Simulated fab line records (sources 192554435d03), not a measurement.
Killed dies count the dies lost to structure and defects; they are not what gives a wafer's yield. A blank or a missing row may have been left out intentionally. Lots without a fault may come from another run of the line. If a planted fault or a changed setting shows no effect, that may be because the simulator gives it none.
One fault seen from 3 desks + flow n5 finfet + every desk sees just its own numbers, and what lay behind them comes last

THE DEFECT DESK
What the inspections along the route counted, lot by lot: means of the sampled wafers that have a number. A lot is out of limits, marked OUT, if its mean lies more than 4 standard deviations from the usual mean; the brackets give that distance.
Columns: A = raw defect count at N5_HKMG_FIN_INSPECT_28, usual 41
| lot  | first seen here | A  |
|------|-----------------|----|
| L828 | day 7 15:43     | 41 |
| L829 | day 7 20:07     | 59 |
| L832 | day 8 13:50     | 33 |
| L833 | day 8 19:15     | 50 |
| L834 | day 9 01:34     | 35 |
| L837 | day 9 19:52     | 49 |
This desk's finding: nothing out of limits on any of the 6 lots.

DESK OF THE TOOL OWNER: rie metal-02
The tool's own readings at N5_GATE_CUT_ETCH_56 (etches TiN in Cl2/Ar, target depth 21.6 nm): means of the sampled wafers that have a number, for each lot that ran on this tool. A lot is out of limits, marked OUT, if its mean lies more than 4 standard deviations from the usual mean; the brackets give that distance.
Columns: A = drypump motor current A at N5_GATE_CUT_ETCH_56, usual 6.1 A; B = oes product au at N5_GATE_CUT_ETCH_56, usual 0.73 a.u.; C = throttle valve pct at N5_GATE_CUT_ETCH_56, usual 20.87 %
| lot  | first seen here | A   | B    | C     |
|------|-----------------|-----|------|-------|
| L829 | day 7 20:17     | 5.9 | 0.71 | 21.08 |
| L832 | day 8 14:00     | 5.9 | 0.78 | 20.97 |
| L834 | day 9 01:44     | 5.9 | 0.88 | 20.84 |
This desk's finding: nothing out of limits on any of the 3 lots.

THE METROLOGY DESK
Lot by lot, what the gauges showed, no matter which tool ran the lot: averages of those sampled wafers that carry a number. A lot is out of limits, marked OUT, if its mean lies more than 4 standard deviations from the usual mean; the brackets give that distance. It has 10 readings; the 7 that lie furthest out on some lot are the ones shown.
Columns: A = DIBL_N at N5_BEOL_M4_RC_MEAS_101, usual 36.5 mV/V; B = DIBL_P at N5_BEOL_M4_RC_MEAS_101, usual 36.5 mV/V; C = IOFF_N at N5_BEOL_M4_RC_MEAS_101, usual 0.16 nA/um; D = IOFF_P at N5_BEOL_M4_RC_MEAS_101, usual 0.21 nA/um; E = SS_N at N5_BEOL_M4_RC_MEAS_101, usual 71.6 mV/dec; F = VT_N at N5_BEOL_M4_RC_MEAS_101, usual 250 mV; G = VT_P at N5_BEOL_M4_RC_MEAS_101, usual -250.5 mV
| lot  | first seen here | A    | B    | C    | D    | E    | F   | G      |
|------|-----------------|------|------|------|------|------|-----|--------|
| L829 | day 11 17:36    | 39.5 | 39.6 | 0.20 | 0.27 | 72.8 | 249 | -249.2 |
| L828 | day 11 19:15    | 36.9 | 37.8 | 0.19 | 0.23 | 72.1 | 249 | -249.4 |
| L833 | day 12 10:08    | 36.3 | 35.0 | 0.15 | 0.22 | 71.4 | 253 | -248.2 |
| L832 | day 12 16:10    | 35.2 | 33.5 | 0.14 | 0.17 | 71.3 | 250 | -254.1 |
| L834 | day 13 08:35    | 35.1 | 36.3 | 0.16 | 0.19 | 71.3 | 250 | -251.6 |
| L837 | day 13 21:15    | 37.7 | 39.2 | 0.22 | 0.27 | 72.2 | 246 | -245.9 |
This desk's finding: nothing out of limits on any of the 6 lots.

TAKEN TOGETHER
The defect desk saw nothing out of limits.
The desk of the tool owner found nothing out of limits.
Metrology desk: nothing out of limits seen.

WHAT HAD BEEN PUT IN BY THE SIMULATOR
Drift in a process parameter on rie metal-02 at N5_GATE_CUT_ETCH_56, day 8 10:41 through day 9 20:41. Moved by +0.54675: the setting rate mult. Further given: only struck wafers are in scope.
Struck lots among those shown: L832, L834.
